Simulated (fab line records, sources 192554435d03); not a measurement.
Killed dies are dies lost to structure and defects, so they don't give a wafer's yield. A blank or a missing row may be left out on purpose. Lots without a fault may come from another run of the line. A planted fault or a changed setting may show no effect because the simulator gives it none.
Which tool did it? | flow n5_finfet | 9 lots, 27 wafers sampled, at 5 steps of a route of 1938

WHAT THE GAUGES READ, wafer by wafer
N5_BEOL_M4_RC_MEAS_101.
lot  | measured     | on        | DIBL_N (mV/V)
L113 | day 8 05:33  | prober-01 | 35.3 37.3 34.9
L114 | day 8 10:10  | prober-02 | 36.3 35.5 37.9
L116 | day 9 11:14  | prober-01 | 35.1 36.8 36.6
L121 | day 9 19:16  | prober-02 | 35.4 36.5 36.2
L123 | day 10 18:02 | prober-01 | 36.5 35.9 35.5
L124 | day 10 21:08 | prober-02 | 37.0 37.3 37.2
L125 | day 11 07:20 | prober-01 | 35.0 35.3 36.3
L129 | day 12 04:47 | prober-02 | 35.6 36.8 36.5
L134 | day 13 13:49 | prober-02 | 37.8 35.6 33.4

WHICH TOOL RAN EACH LOT (tool, then ch and the chambers of the sampled wafers, then the start)
lot  | N5_HKMG_FIN_ALD_21                 | N5_GATE_CUT_ETCH_58                | N5_GATE_CUT_PECVD_57           | N5_GATE_CUT_COAT_35
L113 | ald_metal-04 ch 0,2,3, day 4 15:07 | rie_diel-03 ch 0,2, day 4 16:41    | pecvd-04 ch 1,2, day 4 19:17   | litho_track-02 ch 0, day 4 19:47
L114 | ald_metal-04 ch 1,2,3, day 4 17:28 | rie_diel-03 ch 0,1, day 4 19:29    | pecvd-01 ch 0,1, day 4 22:05   | litho_track-01 ch 0, day 4 22:37
L116 | ald_metal-04 ch 0,1,3, day 5 11:40 | rie_diel-03 ch 0,2,3, day 5 13:16  | pecvd-01 ch 1,2, day 5 15:46   | litho_track-04 ch 0, day 5 16:15
L121 | ald_metal-03 ch 0,2,3, day 6 10:08 | rie_diel-03 ch 1,2,3, day 6 11:42  | pecvd-04 ch 0,1,2, day 6 14:13 | litho_track-02 ch 0, day 6 14:51
L123 | ald_metal-04 ch 0,1, day 7 04:54   | rie_diel-01 ch 0,1,2, day 7 06:28  | pecvd-04 ch 0,2, day 7 08:59   | litho_track-04 ch 0, day 7 09:28
L124 | ald_metal-02 ch 1,2,3, day 7 07:15 | rie_diel-01 ch 0,2,3, day 7 08:49  | pecvd-04 ch 0,1, day 7 11:20   | litho_track-02 ch 0, day 7 11:49
L125 | ald_metal-04 ch 0,1, day 7 11:55   | rie_diel-03 ch 0,3, day 7 13:32    | pecvd-01 ch 1,2, day 7 16:04   | litho_track-04 ch 0, day 7 16:32
L129 | ald_metal-04 ch 1,2,3, day 8 10:37 | rie_diel-01 ch 0,1,2, day 8 12:23  | pecvd-02 ch 0,1,2, day 8 15:29 | litho_track-02 ch 0, day 8 15:56
L134 | ald_metal-02 ch 1,2, day 9 23:23   | rie_diel-01 ch 1,2,3, day 10 00:59 | pecvd-01 ch 0,1, day 10 03:44  | litho_track-02 ch 0, day 10 04:13
- N5_HKMG_FIN_ALD_21: deposits TiN, target thk 1.5 nm, pulse time 1 s, purge time 3 s.
- N5_GATE_CUT_ETCH_58: etches SiNx in CH3F/O2, target depth 17 nm, time 128.6 s.
- N5_GATE_CUT_PECVD_57: deposits SiNx from SiH4/NH3/N2, target thk 21 nm.
- N5_GATE_CUT_COAT_35: time 60 s, resist thk 10 nm.

THE ANSWER, worked out from the rows above alone
Rule: what is usual is taken from the lots themselves. Put in order of their means at a reading, lots are off if they are a third of the lots or fewer, leave a main group of 4 or more, and stand apart from it by a gap of 3 or more times the standard deviation of the main group's means; of several such gaps the widest counts. A main group whose means are all the same, to the digits that the tables above print for the reading, isn't used. A lot without any number at a reading at which 4 lots or more have one is off too. The other lots that the step has rows for count as sound.
No lot is off at any reading shown: from this, nothing can be told.

WHAT THE SIMULATOR HAD PUT IN
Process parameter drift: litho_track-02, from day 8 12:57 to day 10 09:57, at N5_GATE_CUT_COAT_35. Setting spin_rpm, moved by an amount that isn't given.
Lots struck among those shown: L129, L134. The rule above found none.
